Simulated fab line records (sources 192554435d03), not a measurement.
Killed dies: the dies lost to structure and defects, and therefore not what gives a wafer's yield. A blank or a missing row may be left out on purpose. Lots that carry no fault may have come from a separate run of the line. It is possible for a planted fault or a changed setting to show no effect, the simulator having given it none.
A single fault, viewed from 2 desks ; flow n5Finfet ; each desk has only its own numbers; what lay behind them comes last

== DESK OF THE TOOL OWNER: krfScanner-02 ==
The tool's own readings at N5_PASSIVATION_EXPOSE_41 (exposes mask PASS OPEN, defocus 0 nm, target cd 40000 nm): means of the sampled wafers that have a number, for each lot that ran on this tool. Any lot whose mean is over 4 standard deviations away from the usual mean is out of limits and marked OUT; that distance is given in the brackets.
Columns: A = exposureDoseMJCm2 at N5_PASSIVATION_EXPOSE_41, usual 57.25
lot;first seen here;A
L345;day 12 10:14;57.20
L349;day 13 21:45;57.26
L348;day 14 01:19;57.20
L358;day 16 03:08;54.92 (-38) OUT
L357;day 16 05:41;54.94 (-37) OUT
This desk's finding: out of limits on L357, L358; first on L358, day 16 03:08 (exposureDoseMJCm2 at N5_PASSIVATION_EXPOSE_41). L345, L349, L348: within limits.

== FROM THE METROLOGY DESK ==
What the gauges read for every lot (on any tool): the sampled wafers with a number, averaged. Any lot whose mean is over 4 standard deviations away from the usual mean is out of limits and marked OUT; that distance is given in the brackets.
Columns: A = MIM_BOT_OVL at N5_MIM_BOT_LITHO_OVL_MEAS_11, usual -3 nm; B = cdNm at N5_PASSIVATION_CD_MEAS_44, usual 40000 nm
lot;first seen here;A;B
L345;day 12 03:56;-3;39999
L349;day 13 15:55;-15;39997
L348;day 13 19:13;-9;40002
L347;day 13 23:43;-6;40000
L358;day 15 17:05;-1;39983 (-4.4) OUT
L357;day 15 21:18;-1;39985
L361;day 16 18:40;-4;40003
L363;day 17 01:12;-6;39997
L364;day 17 15:05;-3;40002
L367;day 18 08:09;3;39997
This desk's finding: out of limits on L358; first on L358, day 16 03:19 (cdNm at N5_PASSIVATION_CD_MEAS_44). L345, L349, L348, L347, L357, L361, L363, L364, L367: within limits.

== TAKEN TOGETHER ==
The tool owner's desk had the chance to raise an alarm at day 16 03:08 on L357, L358.
An alarm was possible from the metrology desk at day 16 03:19, on L358.
The metrology desk holds a record of L357, inside its limits.
All the named lots went through N5_PASSIVATION_EXPOSE_41 on krfScanner-02.

== WHAT THE SIMULATOR HAD PUT IN ==
Drift in process parameters on krfScanner-02 at N5_PASSIVATION_EXPOSE_41, starting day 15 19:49. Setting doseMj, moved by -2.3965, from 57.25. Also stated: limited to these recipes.
Lots struck among those shown: L357, L358.
Fault start to first reading out of limits, in hours, per desk: tool owner, 7; metrology, 8.
